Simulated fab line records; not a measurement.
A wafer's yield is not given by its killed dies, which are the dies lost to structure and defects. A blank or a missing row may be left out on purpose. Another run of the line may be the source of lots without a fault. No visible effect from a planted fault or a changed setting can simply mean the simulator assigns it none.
Chamber matching || flow nand-harc || NHARC_P_M2_DESCUM_14 on rie-diel-13: 4 sister chambers
The step chemistry O2, time 3 s. 4 wafers are shown with their chamber, then 12 later ones without.

== WAFERS PAIRED WITH THEIR CHAMBERS ==
{"wafer": "L088.2", "chamber": 1, "showerhead-plenum-p-Torr (Torr)": 1.98}
{"wafer": "L088.3", "chamber": 3, "showerhead-plenum-p-Torr (Torr)": 1.98}
{"wafer": "L088.4", "chamber": 0, "showerhead-plenum-p-Torr (Torr)": 2.01}
{"wafer": "L088.6", "chamber": 2, "showerhead-plenum-p-Torr (Torr)": 1.79}

== WAFERS WHOSE CHAMBER IS MISSING ==
{"wafer": "L089.3", "showerhead-plenum-p-Torr (Torr)": 2.01}
{"wafer": "L089.4", "showerhead-plenum-p-Torr (Torr)": 1.79}
{"wafer": "L089.5", "showerhead-plenum-p-Torr (Torr)": 1.98}
{"wafer": "L090.2", "showerhead-plenum-p-Torr (Torr)": 1.98}
{"wafer": "L090.3", "showerhead-plenum-p-Torr (Torr)": 2.01}
{"wafer": "L090.6", "showerhead-plenum-p-Torr (Torr)": 1.79}
{"wafer": "L093.2", "showerhead-plenum-p-Torr (Torr)": 2.01}
{"wafer": "L093.3", "showerhead-plenum-p-Torr (Torr)": 1.98}
{"wafer": "L093.4", "showerhead-plenum-p-Torr (Torr)": 1.79}
{"wafer": "L097.1", "showerhead-plenum-p-Torr (Torr)": 1.78}
{"wafer": "L097.3", "showerhead-plenum-p-Torr (Torr)": 1.97}
{"wafer": "L097.5", "showerhead-plenum-p-Torr (Torr)": 1.98}

== CHAMBER TAKEN BY EACH ==
{"wafer": "L089.3", "from the rows above": 0, "in truth": 0}
{"wafer": "L089.4", "from the rows above": 2, "in truth": 2}
{"wafer": "L089.5", "from the rows above": "can't be placed: 1 or 3", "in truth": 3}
{"wafer": "L090.2", "from the rows above": "can't be placed: 1 or 3", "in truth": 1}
{"wafer": "L090.3", "from the rows above": 0, "in truth": 0}
{"wafer": "L090.6", "from the rows above": 2, "in truth": 2}
{"wafer": "L093.2", "from the rows above": 0, "in truth": 0}
{"wafer": "L093.3", "from the rows above": "can't be placed: 1 or 3", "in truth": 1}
{"wafer": "L093.4", "from the rows above": 2, "in truth": 2}
{"wafer": "L097.1", "from the rows above": 2, "in truth": 2}
{"wafer": "L097.3", "from the rows above": "can't be placed: 1 or 3", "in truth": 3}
{"wafer": "L097.5", "from the rows above": "can't be placed: 1 or 3", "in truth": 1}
Correct placement for 7 of the 12. From these rows, 5 cannot be placed; in 5 the true chamber is one of the candidates. Number placed wrongly: 0.
How it was worked out, from the rows above alone: a wafer's distance from a chamber is the root of the sum, over the readings, of the square of ((its reading less the chamber's mean) divided by the reading's scatter). The wafer belongs to the nearest chamber; if the next one is less than 2 further off, it can't be placed. The mean given for a chamber averages the wafers shown for that chamber. The scatter: root of mean squared gap, hidden wafer to nearest shown wafer, with one shown wafer a chamber.
